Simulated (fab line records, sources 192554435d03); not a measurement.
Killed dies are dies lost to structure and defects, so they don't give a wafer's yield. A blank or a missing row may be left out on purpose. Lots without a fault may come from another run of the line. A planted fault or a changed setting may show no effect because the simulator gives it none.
Split-lot experiment | flow n5_finfet | 7 lots, 21 wafers read, on a route of 1938 steps

THE SPLIT
At N5_BEOL_M14_TRENCH_ETCH_34 (etches SiO2 in C4F8/O2/Ar, target depth 556.65 nm, time 126.9 s), the setting time_s was moved away from the recipe's 126.9 s on 5 of the 21 wafers read, by -8.1% to +20.1%. The other wafers ran this setting at the recipe's value.

FROM THE SPLIT TO THE READING: what the file shows between them, 7 steps
- N5_BEOL_M14_STRIP_70: strips in C4F8/O2/Ar
- N5_BEOL_M14_OCD_MEAS_35
- N5_BEOL_M14_SPUTTER_45: material Cu, target thk 100 nm, time 16.67 s (also split here: time_s)
- N5_BEOL_M14_ECD_47: material Cu, target thk 1248 nm
- N5_BEOL_M14_ANNEAL_48: time 90 s
- N5_BEOL_M14_PRE_CLEAN_52: time 15 s
- N5_BEOL_M14_DEP_53: deposits SiCN from 3MS/NH3, target thk 50 nm, time 17.8 s

THE READING
M14_RS, in ohm/sq, at N5_BEOL_M14_RS_MEAS_54 (measures by four-point-probe). Fault-free wafers of this fab line usually give 0.0334 ohm/sq, standard deviation 0.00089 ohm/sq.

wafer  | tool, chamber at the split | time_s as run, s | against the recipe | M14_RS, ohm/sq | against lot-mates on the recipe
L074.1 | rie_diel-02, 3             | 116.6            | -8.1%              | 0.0360         | +0.0026
L074.3 | rie_diel-02, 2             | 126.9            | recipe             | 0.0334         | -
L074.6 | rie_diel-02, 3             | 116.6            | -8.1%              | 0.0359         | +0.0025
L080.1 | rie_diel-01, 3             | 126.9            | recipe             | 0.0324         | -
L080.2 | rie_diel-01, 2             | 126.9            | recipe             | 0.0328         | -
L080.6 | rie_diel-01, 2             | 126.9            | recipe             | 0.0330         | -
L087.2 | rie_diel-02, 0             | 152.4            | +20.1%             | 0.0279         | -0.0055
L087.4 | rie_diel-02, 1             | 126.9            | recipe             | 0.0343         | -
L087.5 | rie_diel-02, 3             | 126.9            | recipe             | 0.0326         | -
L090.1 | rie_diel-06, 1             | 126.9            | recipe             | 0.0346         | -
L090.3 | rie_diel-06, 3             | 126.9            | recipe             | 0.0325         | -
L090.6 | rie_diel-06, 1             | 126.9            | recipe             | 0.0342         | -
L088.2 | rie_diel-06, 0             | 126.9            | recipe             | 0.0324         | -
L088.5 | rie_diel-06, 0             | 126.9            | recipe             | 0.0326         | -
L088.6 | rie_diel-06, 1             | 126.9            | recipe             | 0.0343         | -
L095.3 | rie_diel-02, 2             | 143.4            | +13.0%             | 0.0297         | -0.0048
L095.4 | rie_diel-02, 1             | 126.9            | recipe             | 0.0345         | -
L095.6 | rie_diel-02, 1             | 126.9            | recipe             | 0.0345         | -
L093.1 | rie_diel-02, 1             | 126.9            | recipe             | 0.0351         | -
L093.4 | rie_diel-02, 3             | 126.9            | recipe             | 0.0324         | -
L093.6 | rie_diel-02, 1             | 143.5            | +13.1%             | 0.0306         | -0.0032

THE FIT
A straight line over all 21 wafers: M14_RS changes by -0.000274 ohm/sq for each +1% of time_s; r = -0.90; the points scatter about the line by 0.00089 ohm/sq.
The same after taking each lot's own level away (the mean of its wafers on the recipe; 21 wafers): -0.000294 ohm/sq for each +1%; r = -0.93; scatter 0.00078 ohm/sq.
On that fit, the largest move of time_s shifts the reading by 0.0059 ohm/sq.
The lots' own levels span 0.03273 to 0.03450 ohm/sq, that is 2.0 times the standard deviation above.
So the lot-to-lot level changes the slope little: the two slopes agree.
Check: with one of the wafers moved furthest among these (+20.1%) left out of the fit, the line predicts -0.00617 ohm/sq for it against its lot-mates. It came out at -0.00555 ohm/sq against them.

OTHER SPLITS ON THESE WAFERS
These wafers also went through other splits before the reading. Each is held against what the fit with the lots' levels taken away leaves over:
other split on the same wafers | wafers away from the commonest value | r with M14_RS (lot level and that fit taken away)
N5_BEOL_M13_EXPOSE_25 dose_mj  | 9                                    | -0.07
N5_BEOL_M13_DESCUM_33 time_s   | 7                                    | -0.18
N5_BEOL_M14_SPUTTER_45 time_s  | 6                                    | +0.13

THE WHOLE CHAIN: every reading that the file lists as answering this split, in the file's order
step                       | what it does                                                    | reading                                                        | change (the file's fit)               | r (the file's)
N5_BEOL_M14_TRENCH_ETCH_34 | etches SiO2 in C4F8/O2/Ar, target depth 556.65 nm, time 126.9 s | etch.depth_nm (the simulator's own value, which no gauge read) | +5.24 nm for each +1% of the setting  | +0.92
N5_BEOL_M14_OCD_MEAS_35    |                                                                 | trench_depth_nm                                                | +5.21 nm for each +1% of the setting  | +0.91
N5_BEOL_M14_RS_MEAS_54     | measures by four-point-probe                                    | M14_RS                                                         | -0.000292 for each +1% of the setting | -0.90

THE FILE'S OWN FIT
M14_RS changes by -0.000292 ohm/sq for each +1% of time_s, r = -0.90.
